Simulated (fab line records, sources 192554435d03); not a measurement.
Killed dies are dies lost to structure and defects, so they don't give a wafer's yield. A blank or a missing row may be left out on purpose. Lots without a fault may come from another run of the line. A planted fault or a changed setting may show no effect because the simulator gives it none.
One fault seen from 2 desks | flow n5_finfet | each desk has only its own numbers; what lay behind them comes last

THE METROLOGY DESK
What the gauges read, lot by lot, whatever tool the lot ran on: means of the sampled wafers that have a number. A lot is out of limits, marked OUT, if its mean lies more than 4 standard deviations from the usual mean; the brackets give that distance.
Columns: A = cd_nm at N5_BEOL_M12_CD_MEAS_17, usual 141.0 nm; B = M12_OVL at N5_BEOL_M12_OVL_MEAS_29, usual 2 nm
lot  | first seen here | A     | B
L570 | day 10 16:49    | 139.9 | -4
L575 | day 12 17:47    | 140.5 | 5
L576 | day 12 22:16    | 141.8 | 5
L577 | day 13 01:44    | 141.1 | 4
L580 | day 13 02:01    | 140.2 | -3
L578 | day 13 09:29    | 140.3 | 0
L579 | day 13 10:22    | 141.3 | 4
L581 | day 13 16:50    | 140.4 | -2
L588 | day 15 18:55    | 142.1 | 6
L590 | day 16 01:51    | 140.1 | 1
L587 | day 16 02:53    | 141.7 | 2
This desk's finding: nothing out of limits on any of the 11 lots.

THE TOOL OWNER'S DESK: rie_diel-02
The tool's own readings at N5_BEOL_M12_ETCH_67 (etches SiARC in CF4, target depth 143 nm, time 238.3 s): means of the sampled wafers that have a number, for each lot that ran on this tool. A lot is out of limits, marked OUT, if its mean lies more than 4 standard deviations from the usual mean; the brackets give that distance.
Columns: A = bias_w at N5_BEOL_M12_ETCH_67, usual 36.01 W; B = drypump_motor_current_A at N5_BEOL_M12_ETCH_67, usual 5.6 A; C = etch_rf_on_time_s at N5_BEOL_M12_ETCH_67, usual 236 s; D = oes_product_au at N5_BEOL_M12_ETCH_67, usual 0.71 a.u.; E = rf_vpp_V at N5_BEOL_M12_ETCH_67, usual 184.0 V; F = showerhead_plenum_p_Torr at N5_BEOL_M12_ETCH_67, usual 2.15 Torr; G = throttle_valve_pct at N5_BEOL_M12_ETCH_67, usual 15.49 %
lot  | first seen here | A     | B   | C              | D    | E     | F    | G
L575 | day 12 18:14    | 35.92 | 5.5 | 235            | 0.69 | 183.5 | 2.12 | 15.67
L576 | day 12 22:53    | 36.02 | 6.1 | 237            | 0.72 | 183.4 | 2.10 | 15.54
L580 | day 13 02:49    | 36.01 | 5.0 | 187 (-12) OUT  | 0.86 | 184.7 | 2.23 | 15.61
L578 | day 13 09:56    | 36.00 | 5.9 | 206 (-7.3) OUT | 0.82 | 184.6 | 2.20 | 15.43
L581 | day 13 17:36    | 36.02 | 5.0 | 187 (-12) OUT  | 0.84 | 185.4 | 2.23 | 15.62
This desk's finding: out of limits on L578, L580, L581; first on L580, day 13 02:49 (etch_rf_on_time_s at N5_BEOL_M12_ETCH_67). In limits: L575, L576.

PUT TOGETHER
The tool owner's desk could have raised an alarm at day 13 02:49, on L578, L580, L581.
The metrology desk saw nothing out of limits.
The metrology desk has L578, L580, L581 on record, within its limits.
Of the lots named, all ran N5_BEOL_M12_ETCH_67 on rie_diel-02.

WHAT THE SIMULATOR HAD PUT IN
Process parameter drift: rie_diel-02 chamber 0, from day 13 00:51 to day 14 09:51, at N5_BEOL_M12_ETCH_67. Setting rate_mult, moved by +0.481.
Lots struck among those shown: L578, L580, L581.
Hours from the fault's start to each desk's first reading out of limits: the tool owner's desk, 2.
